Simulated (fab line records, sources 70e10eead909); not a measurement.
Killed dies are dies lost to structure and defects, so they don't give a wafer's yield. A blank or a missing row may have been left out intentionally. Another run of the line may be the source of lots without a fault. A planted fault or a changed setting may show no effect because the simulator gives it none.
Chamber matching	flow nand-harc	rie-diel-05 running NHARC_A_CHANNEL_HOLE_D1_DESCUM_15: 4 sister chambers
The step chemistry O2, time 3 s. 4 wafers are shown with their chamber, then 10 later ones without.

## WAFERS, EACH WITH ITS CHAMBER
wafer	chamber	drypump-motor-current-A (A)
L086.1	2	5.2
L086.4	3	6.4
L091.4	0	6.0
L091.5	1	5.8

## WAFERS WITH NO CHAMBER GIVEN
wafer	drypump-motor-current-A (A)
L091.6	5.3
L094.2	5.3
L094.3	6.0
L094.4	6.4
L096.2	6.0
L096.5	6.4
L096.6	5.2
L097.1	6.0
L097.3	6.4
L097.5	6.0

## WHICH CHAMBER EACH WENT THROUGH
wafer	from the rows above	in truth
L091.6	2	2
L094.2	2	2
L094.3	0	0
L094.4	3	3
L096.2	0	0
L096.5	3	3
L096.6	2	2
L097.1	0	0
L097.3	3	3
L097.5	0	0
10 of 10 placed correctly. Can't be placed from these rows: 0. Number placed wrongly: 0.
How it was worked out, from the rows above alone: a wafer's distance from a chamber is the root of the sum, over the readings, of the square of ((its reading less the chamber's mean) divided by the reading's scatter). The wafer belongs to the nearest chamber; if the next one is less than 2 further off, it can't be placed. Each chamber's mean is taken over the wafers shown for it. The scatter: with one shown wafer a chamber, the root of the mean of the squares of how far each hidden wafer lies from its nearest shown one.
